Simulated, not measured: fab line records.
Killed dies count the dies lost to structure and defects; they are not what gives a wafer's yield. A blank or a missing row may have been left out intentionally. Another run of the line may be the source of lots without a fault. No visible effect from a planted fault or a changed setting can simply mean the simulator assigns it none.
Which tool was responsible?	flow nand_harc	Sampling: 24 lots, 72 wafers, 6 of 1159 route steps

== WHAT EACH GAUGE READ, for each wafer ==
The record lacks any reading of a measuring or inspecting step that a usual standard deviation could be used to judge.

== TOOL THAT RAN EACH LOT (tool first, then ch and the chambers of the sampled wafers, then the start) ==
lot	NHARC_A_STAIRCASE_HM_OPEN_460	NHARC_A_STAIRCASE_ETCHBACK_416	NHARC_A_STAIRCASE_DEP_322	NHARC_A_STAIRCASE_CMP_450	NHARC_A_SGD_CUT_ETCH_16	NHARC_A_SLIT_ETCH_26
L074	rie_diel-08 ch 1,2,3, day 13 06:56 or earlier	rie_diel-08 ch 1,2,3, day 13 06:56 or earlier	pecvd-01 ch 0,1,2, day 13 06:56	cmp-02 ch 0,1,3, day 14 02:55	rie_diel-03 ch 0,2,3, day 14 17:08 or earlier	har_etch-02 ch 0,1, day 14 17:08
L075	rie_diel-01 ch 0,2, day 13 06:56 or earlier	rie_diel-01 ch 0,1,2, day 13 06:56 or earlier	pecvd-04 ch 0,1,2, day 13 06:56	cmp-03 ch 1,2,3, day 14 02:25	rie_diel-07 ch 0,1,2, day 14 17:32 or earlier	har_etch-01 ch 0,1, day 14 17:32
L078	rie_diel-01 ch 2,3, day 13 15:30 or earlier	rie_diel-02 ch 0,3, day 13 15:30 or earlier	pecvd-04 ch 0,1, day 13 15:30	cmp-02 ch 0,2,3, day 14 11:11	rie_diel-04 ch 2,3, day 15 02:02 or earlier	har_etch-01 ch 0,1, day 15 02:02
L077	rie_diel-08 ch 0,1,3, day 13 15:23 or earlier	rie_diel-01 ch 0,2,3, day 13 15:23 or earlier	pecvd-01 ch 0,1,2, day 13 15:23	cmp-01 ch 0,1,2, day 14 13:04	rie_diel-04 ch 1,2,3, day 15 02:56 or earlier	har_etch-02 ch 0,1, day 15 02:56
L076	rie_diel-02 ch 0,3, day 13 19:46 or earlier	rie_diel-08 ch 0,3, day 13 19:46 or earlier	pecvd-03 ch 0,2, day 13 19:46	cmp-01 ch 1,2,3, day 14 18:50	rie_diel-04 ch 1,2,3, day 15 17:13 or earlier	har_etch-01 ch 0,1, day 15 17:13
L079	rie_diel-02 ch 0,2,3, day 14 01:44 or earlier	rie_diel-02 ch 2,3, day 14 01:44 or earlier	pecvd-04 ch 1,2, day 14 01:44	cmp-03 ch 0,2, day 14 23:07	rie_diel-03 ch 0,1, day 15 15:32 or earlier	har_etch-01 ch 1, day 15 15:32
L081	rie_diel-08 ch 0,1,3, day 14 21:46 or earlier	rie_diel-02 ch 0,2, day 14 21:46 or earlier	pecvd-03 ch 0,1,2, day 14 21:46	cmp-01 ch 0,1,3, day 15 17:20	rie_diel-07 ch 1,2, day 16 09:35 or earlier	har_etch-01 ch 0,1, day 16 09:35
L080	rie_diel-01 ch 0,1, day 15 03:25 or earlier	rie_diel-08 ch 0,1,2, day 15 03:25 or earlier	pecvd-04 ch 0,2, day 15 03:25	cmp-03 ch 2,3, day 15 21:28	rie_diel-04 ch 0,2,3, day 16 11:14 or earlier	har_etch-01 ch 0,1, day 16 11:14
L084	rie_diel-01 ch 0,1, day 15 04:17 or earlier	rie_diel-02 ch 1,2,3, day 15 04:17 or earlier	pecvd-01 ch 0,1,2, day 15 04:17	cmp-01 ch 0,1,3, day 15 21:23	rie_diel-03 ch 1,2, day 16 09:53 or earlier	har_etch-02 ch 0,1, day 16 09:53
L082	rie_diel-01 ch 0,1,3, day 15 03:25 or earlier	rie_diel-02 ch 1,2,3, day 15 03:25 or earlier	pecvd-01 ch 0,1,2, day 15 03:25	cmp-02 ch 0,1,2, day 15 23:11	rie_diel-07 ch 0,3, day 16 18:44 or earlier	har_etch-01 ch 0,1, day 16 18:44
L083	rie_diel-02 ch 0,1,3, day 15 03:38 or earlier	rie_diel-02 ch 1,2,3, day 15 03:38 or earlier	pecvd-03 ch 0,1, day 15 03:38	cmp-02 ch 0,2,3, day 15 21:40	rie_diel-04 ch 0,2,3, day 16 17:05 or earlier	har_etch-01 ch 0,1, day 16 17:05
L088	rie_diel-08 ch 0,2, day 16 04:31 or earlier	rie_diel-08 ch 2,3, day 16 04:31 or earlier	pecvd-04 ch 0,2, day 16 04:31	cmp-02 ch 1,2, day 16 23:16	rie_diel-04 ch 1,2,3, day 17 14:42 or earlier	har_etch-02 ch 0,1, day 17 14:42
L087	rie_diel-01 ch 0,2, day 16 04:39 or earlier	rie_diel-01 ch 0,2,3, day 16 04:39 or earlier	pecvd-03 ch 0,1, day 16 04:39	cmp-03 ch 0,3, day 16 23:05	rie_diel-07 ch 0,3, day 17 15:37 or earlier	har_etch-01 ch 0,1, day 17 15:37
L085	rie_diel-01 ch 0,2, day 16 16:25 or earlier	rie_diel-01 ch 0,3, day 16 16:25 or earlier	pecvd-01 ch 1,2, day 16 16:25	cmp-03 ch 0,2,3, day 17 12:25	rie_diel-04 ch 0,1,2, day 18 04:50 or earlier	har_etch-02 ch 0,1, day 18 04:50
L086	rie_diel-01 ch 1,2, day 16 16:22 or earlier	rie_diel-01 ch 1,2,3, day 16 16:22 or earlier	pecvd-03 ch 0,1, day 16 16:22	cmp-02 ch 0,2, day 17 12:14	rie_diel-04 ch 0,2, day 18 03:49 or earlier	har_etch-01 ch 0,1, day 18 03:49
L090	rie_diel-02 ch 0,1,2, day 16 22:44 or earlier	rie_diel-01 ch 1,2,3, day 16 22:44 or earlier	pecvd-01 ch 0,1, day 16 22:44	cmp-02 ch 0,2, day 17 19:25	rie_diel-04 ch 0,2,3, day 18 12:13 or earlier	har_etch-02 ch 0,1, day 18 12:13
L089	rie_diel-02 ch 0,2,3, day 16 22:13 or earlier	rie_diel-02 ch 0,2,3, day 16 22:13 or earlier	pecvd-03 ch 0,1,2, day 16 22:13	cmp-03 ch 0,2,3, day 17 20:18	rie_diel-03 ch 0,1,2, day 18 16:04 or earlier	har_etch-01 ch 0,1, day 18 16:04
L092	rie_diel-01 ch 1,2,3, day 16 22:10 or earlier	rie_diel-01 ch 1,2, day 16 22:10 or earlier	pecvd-01 ch 0,1,2, day 16 22:10	cmp-03 ch 0,1,2, day 17 18:50	rie_diel-03 ch 0,3, day 18 12:31 or earlier	har_etch-01 ch 0,1, day 18 12:31
L091	rie_diel-02 ch 0,1,3, day 16 22:48 or earlier	rie_diel-01 ch 0,1,2, day 16 22:48 or earlier	pecvd-03 ch 0,1,2, day 16 22:48	cmp-01 ch 0,1,3, day 17 19:07	rie_diel-04 ch 0,1,3, day 18 14:29 or earlier	har_etch-02 ch 0,1, day 18 14:29
L094	rie_diel-01 ch 0,1,2, day 17 19:17 or earlier	rie_diel-02 ch 1,2,3, day 17 19:17 or earlier	pecvd-03 ch 0,1,2, day 17 19:17	cmp-01 ch 2,3, day 18 17:06	rie_diel-03 ch 0,1,2, day 19 13:06 or earlier	har_etch-01 ch 0,1, day 19 13:06
L095	rie_diel-01 ch 1,2, day 17 19:23 or earlier	rie_diel-08 ch 1,2,3, day 17 19:23 or earlier	pecvd-01 ch 0,1,2, day 17 19:23	cmp-01 ch 0,1,2, day 18 16:25	rie_diel-04 ch 0,2,3, day 19 11:29 or earlier	har_etch-01 ch 0,1, day 19 11:29
L093	rie_diel-08 ch 2,3, day 17 19:17 or earlier	rie_diel-01 ch 0,2, day 17 19:17 or earlier	pecvd-04 ch 0,1,2, day 17 19:17	cmp-03 ch 2,3, day 18 17:50	rie_diel-07 ch 1,2, day 19 15:24 or earlier	har_etch-02 ch 0,1, day 19 15:24
L096	rie_diel-01 ch 1,2, day 17 22:52 or earlier	rie_diel-08 ch 0,2,3, day 17 22:52 or earlier	pecvd-04 ch 0,1,2, day 17 22:52	cmp-03 ch 1,3, day 18 16:38	rie_diel-03 ch 0,1,2, day 19 14:45 or earlier	har_etch-01 ch 0,1, day 19 14:45
L097	rie_diel-08 ch 0,3, day 18 15:54 or earlier	rie_diel-01 ch 1,2, day 18 15:54 or earlier	pecvd-04 ch 1,2, day 18 15:54	cmp-02 ch 1,2,3, day 19 14:24	rie_diel-03 ch 0,2,3, day 20 08:07 or earlier	har_etch-02 ch 0,1, day 20 08:07
- NHARC_A_STAIRCASE_HM_OPEN_460: chemistry O2/COS.
- NHARC_A_STAIRCASE_ETCHBACK_416: etches the open film in C4F8/O2/Ar, target depth 36 nm, time 7.2 s.
- NHARC_A_STAIRCASE_DEP_322: deposits SiO2, target thk 3800 nm.
- NHARC_A_STAIRCASE_CMP_450: polishes SiO2, target thk 200 nm.
- NHARC_A_SGD_CUT_ETCH_16: etches the open film in C4F8/O2/Ar, target depth 310.5 nm, time 155.2 s.
- NHARC_A_SLIT_ETCH_26: etches the open film in C4F8/O2/Ar, time 90 s, target depth 400 nm.

== WHAT THE TOOLS THEMSELVES READ (means of the sampled wafers that have a number; where no wafer has one, the mark that the record gives instead) ==
NHARC_A_STAIRCASE_HM_OPEN_460. Usual: cos_flow_sccm is 20.00 sccm with standard deviation 0.062, drypump_motor_current_A is 5.8 A with standard deviation 0.44, o2_flow_sccm is 400.0 sccm with standard deviation 1.1, oes_product_au is 0.996 a.u. with standard deviation 0.013, rf_vpp_V is 466.6 V with standard deviation 2.2, showerhead_plenum_p_Torr is 3.09 Torr with standard deviation 0.095, and throttle_valve_pct is 28.330 % with standard deviation 0.0092.
lot	tool	cos_flow_sccm (sccm)	drypump_motor_current_A (A)	o2_flow_sccm (sccm)	oes_product_au (a.u.)	rf_vpp_V (V)	showerhead_plenum_p_Torr (Torr)	throttle_valve_pct (%)	flag
L074	rie_diel-08	20.03	5.4	399.1	0.985	468.8	3.16	28.329	
L075	rie_diel-01	20.05	6.4	401.1	0.980	465.7	3.06	28.320	
L078	rie_diel-01	20.04	5.8	400.6	0.990	464.5	3.04	28.325	
L077	rie_diel-08	19.96	5.5	400.2	0.978	466.3	3.07	28.319	
L076	rie_diel-02	20.05	5.8	399.9	1.011	466.4	3.13	28.339	
L079	rie_diel-02	19.94	5.7	400.2	1.010	466.1	3.09	28.331	
L081	rie_diel-08	20.07	5.5	400.2	0.986	467.1	3.06	28.333	
L080	rie_diel-01	19.97	6.3	401.5	0.985	467.2	3.09	28.331	
L084	rie_diel-01	19.98	6.3	399.3	0.985	465.9	3.09	28.321	
L082	rie_diel-01	20.02	5.9	400.6	0.999	466.0	3.06	28.335	
L083	rie_diel-02	20.04	5.7	399.9	1.005	468.4	3.16	28.331	
L088	rie_diel-08	20.00	6.0	399.8	0.990	467.3	3.12	28.330	
L087	rie_diel-01	20.01	6.1	400.0	0.998	465.5	3.06	28.326	
L085	rie_diel-01	19.96	6.4	400.5	1.001	466.0	3.05	28.334	
L086	rie_diel-01	19.97	5.8	399.4	0.989	466.7	3.11	28.330	
L090	rie_diel-02	20.03	5.7	400.1	0.996	467.6	3.11	28.322	
L089	rie_diel-02	19.97	5.7	399.2	0.993	465.9	3.07	28.338	
L092	rie_diel-01	20.00	5.7	399.8	0.988	465.2	3.07	28.333	
L091	rie_diel-02	20.05	5.8	400.3	0.998	468.1	3.15	28.323	
L094	rie_diel-01	19.95	6.1	401.0	1.002	466.9	3.09	28.335	
L095	rie_diel-01	19.93	5.8	398.1	1.018	467.6	3.15	28.331	
L093	rie_diel-08	20.07	5.5	399.1	1.004	467.9	3.19	28.335	
L096	rie_diel-01	19.99	5.8	399.4	1.012	467.2	3.15	28.324	
L097	rie_diel-08	19.99	5.8	399.7	0.990	464.9	3.02	28.335	

NHARC_A_STAIRCASE_ETCHBACK_416. Usual: oes_product_au 0.936 a.u., standard deviation 0.03; rf_vpp_V 722 V, standard deviation 3.2.
lot	tool	oes_product_au (a.u.)	rf_vpp_V (V)	flag
L074	rie_diel-08	0.924	724	
L075	rie_diel-01	0.917	722	
L078	rie_diel-02	1.010	723	
L077	rie_diel-01	0.914	720	
L076	rie_diel-08	0.916	721	
L079	rie_diel-02	0.929	720	
L081	rie_diel-02	0.930	722	
L080	rie_diel-08	0.995	722	
L084	rie_diel-02	0.929	724	
L082	rie_diel-02	0.924	723	
L083	rie_diel-02	0.928	723	
L088	rie_diel-08	0.918	726	
L087	rie_diel-01	0.915	719	
L085	rie_diel-01	0.926	719	
L086	rie_diel-01	0.920	722	
L090	rie_diel-01	0.918	722	
L089	rie_diel-02	0.922	721	
L092	rie_diel-01	0.925	723	
L091	rie_diel-01	0.928	722	
L094	rie_diel-02	1.001	722	
L095	rie_diel-08	0.922	724	
L093	rie_diel-01	0.919	721	
L096	rie_diel-08	0.997	723	
L097	rie_diel-01	0.928	724	

NHARC_A_STAIRCASE_DEP_322. Usual: heater_power_w reads 607 W (standard deviation 92).
lot	tool	heater_power_w (W)	flag
L074	pecvd-01	667	
L075	pecvd-04	583	
L078	pecvd-04	512	
L077	pecvd-01	631	
L076	pecvd-03	587	
L079	pecvd-04	603	
L081	pecvd-03	667	
L080	pecvd-04	590	
L084	pecvd-01	563	
L082	pecvd-01	650	
L083	pecvd-03	658	
L088	pecvd-04	582	
L087	pecvd-03	617	
L085	pecvd-01	524	
L086	pecvd-03	634	
L090	pecvd-01	597	
L089	pecvd-03	668	
L092	pecvd-01	612	
L091	pecvd-03	693	
L094	pecvd-03	635	
L095	pecvd-01	615	
L093	pecvd-04	574	
L096	pecvd-04	579	
L097	pecvd-04	602	

NHARC_A_STAIRCASE_CMP_450. Usual: motor_current_A reads 11.9 A (standard deviation 0.9).
lot	tool	motor_current_A (A)	flag
L074	cmp-02	12.9	
L075	cmp-03	12.1	
L078	cmp-02	13.1	
L077	cmp-01	11.6	
L076	cmp-01	11.6	
L079	cmp-03	11.4	
L081	cmp-01	11.3	
L080	cmp-03	11.4	
L084	cmp-01	11.2	
L082	cmp-02	12.1	
L083	cmp-02	12.3	
L088	cmp-02	12.1	
L087	cmp-03	11.8	
L085	cmp-03	11.9	
L086	cmp-02	12.4	
L090	cmp-02	12.5	
L089	cmp-03	11.4	
L092	cmp-03	11.5	
L091	cmp-01	11.1	
L094	cmp-01	11.5	
L095	cmp-01	11.5	
L093	cmp-03	11.8	
L096	cmp-03	12.1	
L097	cmp-02	12.8	

NHARC_A_SGD_CUT_ETCH_16. Usual: oes_product_au 0.975 a.u., standard deviation 0.017; rf_vpp_V 722 V, standard deviation 4.3.
lot	tool	oes_product_au (a.u.)	rf_vpp_V (V)	flag
L074	rie_diel-03	0.982	722	
L075	rie_diel-07	0.951	721	
L078	rie_diel-04	0.972	725	
L077	rie_diel-04	0.980	723	
L076	rie_diel-04	0.985	723	
L079	rie_diel-03	0.979	721	
L081	rie_diel-07	0.960	725	
L080	rie_diel-04	0.992	726	
L084	rie_diel-03	0.983	723	
L082	rie_diel-07	0.980	721	
L083	rie_diel-04	0.967	726	
L088	rie_diel-04	0.987	723	
L087	rie_diel-07	0.937	720	
L085	rie_diel-04	0.979	722	
L086	rie_diel-04	0.992	723	
L090	rie_diel-04	0.975	726	
L089	rie_diel-03	0.972	722	
L092	rie_diel-03	0.986	723	
L091	rie_diel-04	0.981	725	
L094	rie_diel-03	0.979	721	
L095	rie_diel-04	0.983	727	
L093	rie_diel-07	0.978	725	
L096	rie_diel-03	0.965	722	
L097	rie_diel-03	0.983	723	

NHARC_A_SLIT_ETCH_26. Usual: drypump_motor_current_A 5.9 A, standard deviation 0.51; esc_clamp_current_uA 0.0214, standard deviation 0.00051; o2_flow_sccm 83.28 sccm, standard deviation 0.25; showerhead_plenum_p_Torr 3.74 Torr, standard deviation 0.12; throttle_valve_pct 27.619 %, standard deviation 0.0084.
lot	tool	drypump_motor_current_A (A)	esc_clamp_current_uA	o2_flow_sccm (sccm)	showerhead_plenum_p_Torr (Torr)	throttle_valve_pct (%)	flag
L074	har_etch-02	5.7	0.0217	83.27	3.76	27.613	
L075	har_etch-01	5.9	0.0211	83.20	3.81	27.630	
L078	har_etch-01	5.8	0.0211	83.41	3.80	27.617	
L077	har_etch-02	5.7	0.0217	82.95	3.76	27.617	
L076	har_etch-01	6.2	0.0214	83.37	3.76	27.612	
L079	har_etch-01	6.6	0.0217	83.18	3.73	27.614	
L081	har_etch-01	6.2	0.0214	83.23	3.76	27.615	
L080	har_etch-01	6.2	0.0214	83.47	3.76	27.613	
L084	har_etch-02	5.6	0.0217	83.49	3.64	27.621	
L082	har_etch-01	5.9	0.0210	83.18	3.79	27.622	
L083	har_etch-01	6.2	0.0214	83.12	3.76	27.611	
L088	har_etch-02	5.7	0.0217	83.44	3.74	27.625	
L087	har_etch-01	5.9	0.0210	83.39	3.79	27.625	
L085	har_etch-02	5.6	0.0218	83.49	3.62	27.619	
L086	har_etch-01	6.2	0.0215	83.31	3.75	27.618	
L090	har_etch-02	5.7	0.0218	83.26	3.74	27.621	
L089	har_etch-01	5.8	0.0210	83.23	3.78	27.607	
L092	har_etch-01	5.9	0.0211	83.01	3.78	27.620	
L091	har_etch-02	5.6	0.0218	83.48	3.62	27.626	
L094	har_etch-01	6.2	0.0215	83.07	3.74	27.617	
L095	har_etch-01	6.2	0.0215	83.49	3.74	27.626	
L093	har_etch-02	5.7	0.0218	83.54	3.73	27.619	
L096	har_etch-01	5.9	0.0211	83.18	3.78	27.633	
L097	har_etch-02	5.7	0.0218	83.18	3.73	27.622	

== THE ANSWER, worked out from the rows above alone ==
Rule: a lot is off if the mean of its wafers that have a number lies more than 3 standard deviations from the usual mean. A lot without any number at a reading at which 4 lots or more have one is off too. Where the step has rows for the other lots, those lots are counted as sound. First the gauges in route order, then the tools' own readings, where a lot's mean is used as printed above. At the first step where some lot is off, the reading lying furthest off is the one used; lots without a number count as furthest.
Nothing can be told from this: no lot is off at any reading shown.

== WHAT THE SIMULATOR HAD PUT IN ==
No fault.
